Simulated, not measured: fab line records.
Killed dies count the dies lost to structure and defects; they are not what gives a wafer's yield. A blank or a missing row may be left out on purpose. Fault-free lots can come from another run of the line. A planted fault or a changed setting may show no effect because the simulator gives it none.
8D (eight disciplines) problem report, filled in by code -- flow n5-finfet -- the parts of the form that need people (team, actions taken, sign-off) are left out

== 1. WHAT IS WRONG ==
etch-rf-on-time-s at N5_HKMG_FIN_ETCH_54 reads a mean of 57.7 s on 3 wafers of 3 lots; wafers without a fault read 75.6 s with a standard deviation of 2.6. That puts it -6.9 standard deviations away from the usual mean.
The step: etches SiARC in CF4, target depth 45.5 nm, time 75.8 s.
Earliest sighting: wafer L658.5 on rie-diel-03 at day 7 20:55. The record holds 27 wafers of 9 lots with a number at this step. By rule, "out" or "out of limits" means more than 4 standard deviations away from the usual mean. The rest of the wafers with a number are treated as sound.

== 2. WHAT IT IS AND WHAT IT IS NOT ==
question,is,is not
which readings at this step,etch-rf-on-time-s,"drypump-motor-current-A, oes-product-au, rf-vpp-V, showerhead-plenum-p-Torr, throttle-valve-pct"
which lots,"L658, L660, L661","L647, L651, L657, L663, L665, L666"
which wafers of those lots,"L658.5, L660.2, L661.6","L658.3, L658.6, L660.1, L660.3, L661.2, L661.4"
read on which tools,rie-diel-03,"rie-diel-02, rie-diel-04"
when,from day 7 20:55,"up to then (11 sound wafers); but 13 sound wafers of L660, L661, L663, L665, L666 came after"

== 3. WHAT RULES OUT EACH SUSPECT ==
Counting: a tool at a process step up to the reading stays a suspect if it ran every lot that is out. Sound lots after the first of them don't rule it out here, since some wafers of a struck lot are sound.
- rie-diel-03 at N5_HKMG_FIN_ETCH_54 (etches SiARC in CF4, target depth 45.5 nm, time 75.8 s): kept. It ran every lot that is out, first L658 (day 7 20:55); its last sound lot up to then is L657 (day 7 16:56). Its own readings are out on those wafers: etch-rf-on-time-s.
- At N5_HKMG_FIN_ETCH_54, inside rie-diel-03: chamber 2 took the wafers that are out, while their sound lot-mates went through chambers 0, 1, 3.
Left after counting: rie-diel-03 at N5_HKMG_FIN_ETCH_54.

== 4. THE CAUSE (what the simulator had put in) ==
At N5_HKMG_FIN_ETCH_54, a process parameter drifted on rie-diel-03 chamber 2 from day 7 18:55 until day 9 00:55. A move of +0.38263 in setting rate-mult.
After counting, this tool was the only one left.

== 5. SEQUENCE OF EFFECTS, ordered by route ==
Each row: a reading whose mean over the struck wafers that have a number lies more than 3 standard deviations from the usual. Scope: only readings with a usual standard deviation given in the record; hours: median across lots of the time from each lot's start at the first step in this table that gives one to its start at this step; sigmas: change in usual standard deviations.
hours,step,reading,usual,on struck wafers,change,sigmas
0,N5_HKMG_FIN_ETCH_54,etch-rf-on-time-s,75.6 s,57.7,-17.9,-6.9
The process steps in it:
- N5_HKMG_FIN_ETCH_54: etches SiARC in CF4, target depth 45.5 nm, time 75.8 s.
At these later measuring or inspecting steps, every struck wafer for which the step has a row has a number for every such reading, and none has moved that far: N5_BEOL_M4_RC_MEAS_101.

== 6. WHAT WOULD HAVE CAUGHT IT SOONER ==
In this record the first reading out of limits was taken at day 7 20:55, 2 hours after the fault began at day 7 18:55.
